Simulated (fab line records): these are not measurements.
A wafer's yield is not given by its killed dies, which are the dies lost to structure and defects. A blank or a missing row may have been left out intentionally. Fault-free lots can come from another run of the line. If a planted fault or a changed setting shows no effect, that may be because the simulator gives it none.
fab line records    flow nand_harc
record: lots: 15  wafers: 45  last_day: 25
route steps=1159 shown A_BLC@989 A_M0@1001
lots that met no fault: from a run of the same line without faults
start_h: hours from the record's opening day to when the first of the lot's shown wafers began    wait_h: hours since the lot's step before    " identical to the entry in the row above    L1.1+2: several wafers, shown together as one row    - no value, or no start was given    * or withheld: withheld    < > ~ a bound
route shown NAME@n: NAME is a module with steps in the file, n the number in the route of the first one    usual: mean/standard deviation taken from wafers without a fault    same: alike in all rows    chamber/n: place in a boat    sites: readings site by site    _std_site: standard deviation across them    _edge_site: outer sites' mean less inner sites'    radius_mm: how far each site lies from the wafer's centre    mask NAME#n: copy n    behind: the most recent tool/chamber to have shaped the wafer    hold: reason for holding the lot/hours on hold/outcome of the hold    device: names the non-switching transistor (n, p or np)    end of line: at the end of the route, the tests of the same wafers    for a step that has no rows: nothing shown but its recipe    killed: count of dies lost to structure and defects at first sort (not the wafer's yield)    map: a wafer's dies, marking killed ones x, the rest . and places with no die _
set.NAME: the run value of the setting; set.NAME@STEP: its run value at that earlier step    model.NAME: the simulator's own value behind a step, which no gauge read
a sample of lots followed through the steps of the route, with each step as a table and each wafer as a row
services: when a tool's chamber went out of use (start_h, in hours from the record's first day, below 0 if earlier), for how many hours, and the reason
== steps ==
step: NHARC_A_BLC_CVD_24
recipe: target_thk_a: 1500  temp_c: 300  pressure_torr: 40  wf6_flow_sccm: 40  h2_flow_sccm: 1600  ar_flow_sccm: 1560  time_s: 434  material: W
usual: heater_power_outer_w: 288/26  heater_power_w: 500/39  mfc_h2_sccm: 1600/4.9  throttle_valve_pct: 7.81/0.2
lot.wafer  tool      chamber  start_h  wait_h  heater_power_outer_w  heater_power_w  mfc_h2_sccm  throttle_valve_pct
L244.1     cvd_w-01  0        -        -       319                   534             1603         7.65
L244.3     "         0        "        "       315                   529             1603         7.96
L244.6     "         1        "        "       254                   433             1601         7.76
L245.2     cvd_w-02  1        -        -       263                   474             1596         7.85
L245.3     "         0        "        "       297                   514             1597         8.10
L245.5     "         1        "        "       274                   461             1591         7.61
L247.4     cvd_w-02  0        -        -       298                   502             1601         7.76
L247.3     "         1        "        "       268                   463             1606         8.15
L247.6     "         0        "        "       307                   513             1593         7.86
L246.2     cvd_w-01  1        -        -       253                   438             1603         7.80
L246.4     "         0        "        "       315                   534             1597         7.39
L246.6     "         1        "        "       254                   435             1605         7.94
L249.2     cvd_w-01  1        -        -       253                   434             1600         8.01
L249.3     "         0        "        "       320                   532             1596         7.43
L249.4     "         1        "        "       252                   434             1601         7.99
L248.2     cvd_w-01  1        -        -       249                   449             1599         7.84
L248.4     "         1        "        "       254                   448             1596         7.94
L248.5     "         1        "        "       249                   447             1600         7.90
L250.2     cvd_w-01  1        -        -       255                   439             1602         7.96
L250.3     "         0        "        "       311                   557             1609         7.84
L250.5     "         1        "        "       250                   445             1592         8.18
L260.2     cvd_w-01  1        -        -       270                   467             1605         7.47
L260.5     "         1        "        "       271                   470             1608         7.66
L260.6     "         0        "        "       326                   550             1598         7.82
L259.1     cvd_w-01  1        -        -       267                   470             1596         7.71
L259.3     "         1        "        "       269                   470             1595         7.60
L259.6     "         1        "        "       273                   467             1603         7.56
L261.1     cvd_w-01  1        -        -       270                   472             1597         7.55
L261.3     "         0        "        "       322                   547             1601         7.78
L261.6     "         0        "        "       318                   551             1594         7.46
L258.2     cvd_w-02  0        -        -       298                   502             1599         7.93
L258.4     "         0        "        "       311                   513             1599         7.89
L258.5     "         1        "        "       271                   480             1594         8.09
L264.1     cvd_w-01  0        -        -       327                   534             1601         7.74
L264.2     "         1        "        "       264                   469             1600         7.54
L264.4     "         0        "        "       322                   549             1596         7.65
L263.1     cvd_w-01  1        -        -       266                   469             1603         7.80
L263.6     "         1        "        "       269                   470             1596         7.70
L263.5     "         0        "        "       330                   555             1602         7.93
L267.2     cvd_w-01  1        -        -       267                   476             1600         7.77
L267.4     "         0        "        "       314                   534             1607         7.55
L267.5     "         0        "        "       321                   538             1600         7.84
L266.2     cvd_w-01  1        -        -       273                   479             1593         8.01
L266.6     "         1        "        "       263                   479             1600         7.70
L266.5     "         0        "        "       324                   541             1600         7.65
step: NHARC_A_BLC_CMP_25
recipe: t_overpolish_s: 30  target_thk_nm: 150
usual: motor_current_A: 12.2/1.2  overpolish_run_s: 30.000/0.009  retaining_ring_pressure_frac: 1.000/0.0051  time_to_endpoint_s: 28.1/2.8
same: t_overpolish_s: 30
lot.wafer  tool    chamber  start_h  wait_h  motor_current_A  overpolish_run_s  retaining_ring_pressure_frac  time_to_endpoint_s
L244.1     cmp-04  1        407.43   0.4     13.6             29.999            0.999                         31.1
L244.3     "       3        "        "       14.1             29.984            0.998                         29.5
L244.6     "       0        "        "       12.3             29.992            0.998                         25.0
L245.3     cmp-04  3        410.10   0.2     13.9             29.997            0.995                         28.0
L245.2     "       1        "        "       13.1             30.008            1.007                         28.9
L245.5     "       0        "        "       13.4             30.015            1.002                         25.5
L247.4     cmp-04  2        412.60   0.3     13.4             30.003            0.995                         27.1
L247.3     "       3        "        "       14.5             30.002            1.002                         27.5
L247.6     "       1        "        "       13.1             30.018            0.999                         28.4
L246.4     cmp-03  2        413.59   0.3     10.4             29.998            0.995                         27.1
L246.2     "       0        "        "       11.0             29.993            0.997                         27.4
L246.6     "       3        "        "       12.5             29.999            0.999                         24.2
L249.4     cmp-04  0        431.96   0.2     12.5             30.012            0.998                         28.4
L249.3     "       1        "        "       13.5             29.987            1.009                         31.9
L249.2     "       3        "        "       14.7             30.001            1.006                         26.7
L248.2     cmp-03  1        435.25   0.4     12.7             30.013            1.005                         29.0
L248.4     "       3        "        "       11.5             30.001            0.998                         26.2
L248.5     "       2        "        "       11.3             29.998            0.994                         28.2
L250.3     cmp-03  0        436.61   0.3     11.0             29.988            1.002                         30.5
L250.2     "       2        "        "       11.5             29.992            0.998                         28.3
L250.5     "       1        "        "       12.3             30.016            0.996                         32.7
L260.2     cmp-03  0        509.53   0.5     10.6             29.994            0.997                         27.9
L260.5     "       0        "        "       10.7             29.995            0.995                         28.2
L260.6     "       1        "        "       12.4             30.003            1.001                         32.2
L259.3     cmp-04  0        509.99   0.3     12.5             30.005            1.012                         22.2
L259.1     "       1        "        "       13.5             29.998            1.001                         25.7
L259.6     "       3        "        "       13.9             29.979            1.004                         24.8
L258.4     cmp-02  1        511.56   0.3     13.9             30.005            0.992                         31.5
L258.2     "       2        "        "       11.6             29.989            0.991                         28.4
L258.5     "       0        "        "       13.0             30.008            1.002                         32.3
L261.1     cmp-03  1        511.56   0.5     12.0             30.014            1.011                         28.0
L261.3     "       2        "        "       11.1             29.993            0.998                         27.2
L261.6     "       0        "        "       10.9             29.999            1.004                         27.2
L264.4     cmp-04  2        519.29   0.3     13.0             30.002            1.004                         27.0
L264.2     "       0        "        "       12.2             30.008            1.005                         22.7
L264.1     "       1        "        "       13.0             30.007            1.006                         26.9
L263.1     cmp-04  1        519.75   0.5     13.3             30.002            1.004                         26.6
L263.6     "       1        "        "       13.5             29.996            1.002                         24.6
L263.5     "       2        "        "       12.6             29.999            1.005                         25.7
L267.4     cmp-03  0        529.90   0.3     11.2             30.009            0.997                         30.9
L267.2     "       2        "        "       11.7             29.992            0.990                         27.3
L267.5     "       0        "        "       10.4             29.990            1.002                         24.4
L266.2     cmp-03  2        533.99   0.5     11.8             30.012            1.003                         26.8
L266.6     "       2        "        "       10.9             29.978            0.995                         25.6
L266.5     "       3        "        "       10.8             30.001            1.000                         26.8
step: NHARC_A_M0_EXPOSE_06
recipe: na: 1.35  target_cd_nm: 80  dose_mj: 83.25  mask_id: A_M0
usual: exposure_dose_mJ_cm2: 83.25/0.068  focus_offset_nm: 0.0/0.55
lot.wafer  tool             chamber  start_h  wait_h  mask    exposure_dose_mJ_cm2  focus_offset_nm
L244.1     arfi_scanner-01  0        408.45   -       A_M0#0  83.33                 -0.3
L244.3     "                0        "        "       A_M0#0  83.28                 0.1
L244.6     "                0        "        "       A_M0#0  83.16                 0.0
L245.2     arfi_scanner-01  0        411.21   -       A_M0#0  83.32                 -0.1
L245.3     "                0        "        "       A_M0#0  83.19                 -0.7
L245.5     "                0        "        "       A_M0#0  83.29                 -1.2
L247.3     arfi_scanner-03  0        413.75   -       A_M0#0  83.20                 -0.3
L247.4     "                0        "        "       A_M0#0  83.17                 1.1
L247.6     "                0        "        "       A_M0#0  83.28                 0.0
L246.2     arfi_scanner-02  0        414.88   -       A_M0#0  83.28                 0.2
L246.4     "                0        "        "       A_M0#0  83.31                 0.3
L246.6     "                0        "        "       A_M0#0  83.17                 0.0
L249.2     arfi_scanner-02  0        433.00   -       A_M0#0  83.24                 0.5
L249.3     "                0        "        "       A_M0#0  83.28                 0.3
L249.4     "                0        "        "       A_M0#0  83.27                 0.4
L248.2     arfi_scanner-01  0        436.47   -       A_M0#0  83.29                 1.2
L248.4     "                0        "        "       A_M0#0  83.28                 0.8
L248.5     "                0        "        "       A_M0#0  83.19                 -0.2
L250.2     arfi_scanner-03  0        437.77   -       A_M0#0  83.14                 -0.6
L250.3     "                0        "        "       A_M0#0  83.20                 -0.2
L250.5     "                0        "        "       A_M0#0  83.23                 -0.5
L260.2     arfi_scanner-03  -        510.73   -       A_M0#0  -                     -
L260.5     "                -        "        "       A_M0#0  -                     -
L260.6     "                -        "        "       A_M0#0  -                     -
L259.1     arfi_scanner-03  -        511.00   -       A_M0#0  -                     -
L259.3     "                -        "        "       A_M0#0  -                     -
L259.6     "                -        "        "       A_M0#0  -                     -
L261.1     arfi_scanner-03  0        512.95   -       A_M0#0  83.26                 1.0
L261.3     "                0        "        "       A_M0#0  83.23                 0.3
L261.6     "                0        "        "       A_M0#0  83.18                 1.4
L258.2     arfi_scanner-02  -        513.11   -       A_M0#0  -                     -
L258.4     "                -        "        "       A_M0#0  -                     -
L258.5     "                -        "        "       A_M0#0  -                     -
L264.1     arfi_scanner-03  0        520.45   -       A_M0#0  83.25                 0.2
L264.2     "                0        "        "       A_M0#0  83.33                 -0.2
L264.4     "                0        "        "       A_M0#0  83.32                 0.6
L263.1     arfi_scanner-02  0        521.18   -       A_M0#0  83.17                 0.1
L263.5     "                0        "        "       A_M0#0  83.15                 -0.1
L263.6     "                0        "        "       A_M0#0  83.19                 -0.9
L267.2     arfi_scanner-02  0        531.04   -       A_M0#0  83.26                 -0.8
L267.4     "                0        "        "       A_M0#0  83.18                 -0.7
L267.5     "                0        "        "       A_M0#0  83.26                 -1.0
L266.2     arfi_scanner-02  0        535.06   -       A_M0#0  83.31                 -0.2
L266.5     "                0        "        "       A_M0#0  83.32                 0.8
L266.6     "                0        "        "       A_M0#0  83.23                 0.2
step: NHARC_A_M0_ETCH_15
recipe: target_depth_a: 1500  overetch_a: 150  time_s: 82.5  c4f8_flow_sccm: withheld  ar_flow_sccm: 400  rf_w: 600  bias_w: 300  chemistry: C4F8/Ar
usual: oes_product_au: 0.956/0.023  rf_vpp_V: 442.0/2.6
lot.wafer  tool         chamber  start_h  wait_h  oes_product_au  rf_hours_counter_h  rf_vpp_V
L244.3     rie_diel-04  3        -        -       0.924           7                   444.8
L244.1     "            0        "        "       0.942           7                   443.0
L244.6     "            0        "        "       0.937           -                   443.1
L245.2     rie_diel-02  3        -        -       0.948           5                   444.1
L245.3     "            0        "        "       0.933           7                   443.1
L245.5     "            2        "        "       0.937           -                   443.6
L247.4     rie_diel-02  2        -        -       0.956           6                   443.5
L247.3     "            3        "        "       0.982           6                   444.7
L247.6     "            1        "        "       0.971           -                   442.2
L246.4     rie_diel-04  1        -        -       0.965           7                   444.2
L246.2     "            3        "        "       0.961           8                   444.1
L246.6     "            1        "        "       0.969           -                   444.4
L249.2     rie_diel-13  2        -        -       0.941           9                   435.7
L249.4     "            3        "        "       0.928           8                   441.8
L249.3     "            1        "        "       0.927           9                   442.6
L248.4     rie_diel-02  1        -        -       0.931           8                   442.4
L248.2     "            2        "        "       0.928           7                   444.1
L248.5     "            3        "        "       0.933           -                   444.6
L250.2     rie_diel-04  3        -        -       0.927           9                   445.0
L250.3     "            0        "        "       0.947           9                   443.1
L250.5     "            2        "        "       0.926           -                   438.6
L260.2     rie_diel-04  0        -        -       0.954           2                   442.2
L260.6     "            3        "        "       0.962           -                   444.7
L260.5     "            0        "        "       0.965           -                   444.8
L259.1     rie_diel-13  1        -        -       0.954           1                   442.5
L259.3     "            2        "        "       0.981           1                   437.1
L259.6     "            1        "        "       0.962           -                   442.9
L261.1     rie_diel-04  1        -        -       0.968           3                   444.8
L261.3     "            0        "        "       0.970           3                   441.7
L261.6     "            1        "        "       0.971           -                   443.9
L258.4     rie_diel-04  1        -        -       0.964           3                   444.4
L258.2     "            2        "        "       0.948           3                   437.9
L258.5     "            2        "        "       0.940           -                   438.8
L264.4     rie_diel-02  0        -        -       0.975           0                   442.3
L264.2     "            2        "        "       0.957           0                   442.8
L264.1     "            3        "        "       0.951           0                   443.7
L263.1     rie_diel-04  0        -        -       0.978           4                   440.9
L263.6     "            0        "        "       0.969           -                   442.7
L263.5     "            1        "        "       0.981           -                   443.4
L267.2     rie_diel-13  2        -        -       0.987           2                   437.0
L267.4     "            3        "        "       0.975           2                   442.3
L267.5     "            3        "        "       0.964           -                   442.3
L266.2     rie_diel-13  0        -        -       0.962           3                   437.5
L266.6     "            2        "        "       1.009           -                   437.2
L266.5     "            3        "        "       0.979           -                   442.0
== services ==
tool             chamber  start_h  hours  kind
cmp-04           -        399.39   4.0    pm
arfi_scanner-03  -        416.83   0.6    repair
cmp-02           -        422.60   4.0    pm
arfi_scanner-01  -        426.42   0.6    repair
arfi_scanner-02  -        428.00   4.0    pm
cmp-03           -        438.76   0.9    repair
cmp-02           -        446.13   1.7    repair
cmp-03           -        450.00   4.0    pm
arfi_scanner-03  -        456.51   0.3    repair
rie_diel-04      -        465.90   9.0    pm
rie_diel-13      2        472.10   4.7    repair
rie_diel-04      0        479.12   2.0    repair
cvd_w-01         -        479.65   13.0   pm
arfi_scanner-01  -        479.93   9.9    repair
rie_diel-13      -        480.02   9.0    pm
cmp-02           -        480.82   2.7    repair
arfi_scanner-03  -        484.00   4.0    pm
rie_diel-02      -        484.34   0.2    repair
cmp-04           -        497.39   4.0    pm
cmp-03           -        504.64   0.8    repair
rie_diel-02      -        504.70   9.0    pm
cmp-03           -        505.97   3.2    repair
rie_diel-02      0        527.82   34.6   repair
rie_diel-04      -        528.95   23.8   repair
== key ==
first_sign: step: NHARC_A_M0_EXPOSE_06  reading: tool_record  direction: missing
effect none on later readings
met_at NHARC_A_M0_EXPOSE_06
struck_lots L258,L259,L260
later_rows_left_out L258.2,L258.4,L258.5,L259.1,L259.3,L259.6,L260.2,L260.5,L260.6
sort_left_out L258.2,L258.4,L258.5,L259.1,L259.3,L259.6,L260.2,L260.5,L260.6
not_acting_at NHARC_A_BLC_CVD_24,NHARC_A_BLC_CMP_25,NHARC_A_M0_ETCH_15
onset_between 437.77 510.73
fault: kind: skipped_step_whole  tool: arfi_scanner-02,arfi_scanner-03  chamber: -  onset_h: 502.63  steps: NHARC_A_M0_EXPOSE_06  scope: struck_lots_only
sort_left_out: the simulated sort isn't trusted on such a fault, so these wafers' sort isn't shown, and their yield isn't known
later_rows_left_out: the simulator's readings of these wafers behind a module that went badly wrong aren't trusted and aren't shown, but for the sort
